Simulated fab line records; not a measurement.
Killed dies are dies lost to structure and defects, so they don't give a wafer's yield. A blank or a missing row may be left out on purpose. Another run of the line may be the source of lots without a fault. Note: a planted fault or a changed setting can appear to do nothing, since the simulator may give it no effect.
The same fault as seen by 3 desks / flow n5 finfet / every desk sees just its own numbers, and what lay behind them comes last

## THE DEFECT DESK
Lot by lot, what the route's inspections counted, given as the mean of those sampled wafers with a number. A lot is out of limits, marked OUT, if its mean lies more than 4 standard deviations from the usual mean; the brackets give that distance.
Columns: A = raw defect count at N5_BEOL_M4_INSPECT_13, usual 426
lot=L597; first seen here=day 8 01:27; A=507
lot=L601; first seen here=day 8 20:32; A=462
lot=L600; first seen here=day 9 00:02; A=308
lot=L605; first seen here=day 10 08:06; A=558
lot=L608; first seen here=day 10 20:28; A=439
lot=L609; first seen here=day 11 00:12; A=374
lot=L613; first seen here=day 12 01:00; A=371
lot=L614; first seen here=day 12 06:17; A=330
lot=L616; first seen here=day 12 15:59; A=320
lot=L618; first seen here=day 13 00:53; A=417
This desk's verdict: no lot among the 10 shows anything out of limits.

## FOR THE TOOL OWNER'S DESK: rie diel-05
The tool's own readings at N5_BEOL_M4_ETCH_74 (etches underlayer in N2/H2, target depth 6.5 nm, time 5.2 s): means of the sampled wafers that have a number, for each lot that ran on this tool. A lot is out of limits, marked OUT, if its mean lies more than 4 standard deviations from the usual mean; the brackets give that distance.
Columns: A = drypump motor current A at N5_BEOL_M4_ETCH_74, usual 5.8 A; B = etch rf on time s at N5_BEOL_M4_ETCH_74, usual 5.21 s; C = oes product au at N5_BEOL_M4_ETCH_74, usual 0.64 a.u.; D = rf vpp V at N5_BEOL_M4_ETCH_74, usual 524.6 V; E = showerhead plenum p Torr at N5_BEOL_M4_ETCH_74, usual 2.57 Torr; F = throttle valve pct at N5_BEOL_M4_ETCH_74, usual 17.96 %
lot=L601; first seen here=day 8 20:36; A=5.3; B=5.25; C=0.66; D=524.8; E=2.61; F=17.76
lot=L600; first seen here=day 9 00:11; A=5.5; B=5.20; C=0.67; D=526.3; E=2.62; F=17.77
lot=L605; first seen here=day 10 08:10; A=5.6; B=7.27 (+21) OUT; C=0.55; D=526.7; E=2.59; F=17.83
lot=L608; first seen here=day 10 20:32; A=4.9; B=6.27 (+11) OUT; C=0.57; D=527.5; E=2.63; F=17.69
lot=L609; first seen here=day 11 00:17; A=5.5; B=6.19 (+9.8) OUT; C=0.61; D=524.9; E=2.59; F=17.80
This desk's finding: out of limits on L605, L608, L609; first on L605, day 10 08:10 (etch rf on time s at N5_BEOL_M4_ETCH_74). In limits: L601, L600.

## METROLOGY DESK
Means of the sampled wafers that have a number, per lot and without regard to the tool the lot ran on: this is what the gauges read. A lot is out of limits, marked OUT, if its mean lies more than 4 standard deviations from the usual mean; the brackets give that distance. Of its 10 readings 7 are shown: those that lie furthest out on some lot.
Columns: A = DIBL_N at N5_BEOL_M4_RC_MEAS_101, usual 35.9 mV/V; B = DIBL_P at N5_BEOL_M4_RC_MEAS_101, usual 35.6 mV/V; C = IOFF_N at N5_BEOL_M4_RC_MEAS_101, usual 0.149 nA/um; D = ION_N at N5_BEOL_M4_RC_MEAS_101, usual 671 uA/um; E = ION_P at N5_BEOL_M4_RC_MEAS_101, usual 460 uA/um; F = SS_P at N5_BEOL_M4_RC_MEAS_101, usual 73.2 mV/dec; G = VT_N at N5_BEOL_M4_RC_MEAS_101, usual 251 mV
lot=L597; first seen here=day 8 12:00; A=34.8; B=37.0; C=0.149; D=672; E=457; F=73.3; G=255
lot=L601; first seen here=day 9 04:26; A=36.2; B=37.0; C=0.149; D=664; E=452; F=72.7; G=251
lot=L600; first seen here=day 9 07:43; A=35.5; B=33.2; C=0.133; D=670; E=458; F=73.0; G=252
lot=L605; first seen here=day 10 14:52; A=38.3; B=39.1; C=0.208; D=691; E=470; F=74.5; G=246
lot=L608; first seen here=day 11 07:04; A=34.6; B=32.8; C=0.127; D=663; E=458; F=72.8; G=254
lot=L609; first seen here=day 11 14:51; A=36.9; B=37.3; C=0.165; D=670; E=461; F=73.8; G=251
lot=L613; first seen here=day 12 13:02; A=35.5; B=35.0; C=0.125; D=669; E=458; F=73.4; G=253
lot=L614; first seen here=day 12 17:01; A=34.9; B=34.0; C=0.131; D=658; E=456; F=72.7; G=253
lot=L616; first seen here=day 13 00:59; A=35.8; B=35.0; C=0.173; D=678; E=464; F=73.5; G=246
lot=L618; first seen here=day 13 15:45; A=35.1; B=34.4; C=0.141; D=675; E=459; F=72.9; G=251
This desk's verdict: no lot among the 10 shows anything out of limits.

## ALL TOGETHER
At day 10 08:10, on L605, L608, L609, the tool owner's desk was in a position to raise an alarm.
Nothing out of limits was seen by the defect desk.
At the metrology desk, nothing out of limits was observed.
The defect desk has L605, L608, L609 on record, within its limits.
The metrology desk holds a record of L605, L608, L609, inside its limits.
N5_BEOL_M4_ETCH_74 was run on rie diel-05 by each of the lots named.

## WHAT HAD BEEN PUT IN BY THE SIMULATOR
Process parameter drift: rie diel-05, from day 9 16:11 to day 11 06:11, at N5_BEOL_M4_ETCH_74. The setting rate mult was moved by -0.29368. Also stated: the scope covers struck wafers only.
Shown lots that were struck: L605, L608, L609.
How many hours passed from the start of the fault until each desk's first out-of-limits reading: the tool owner's desk, 16.
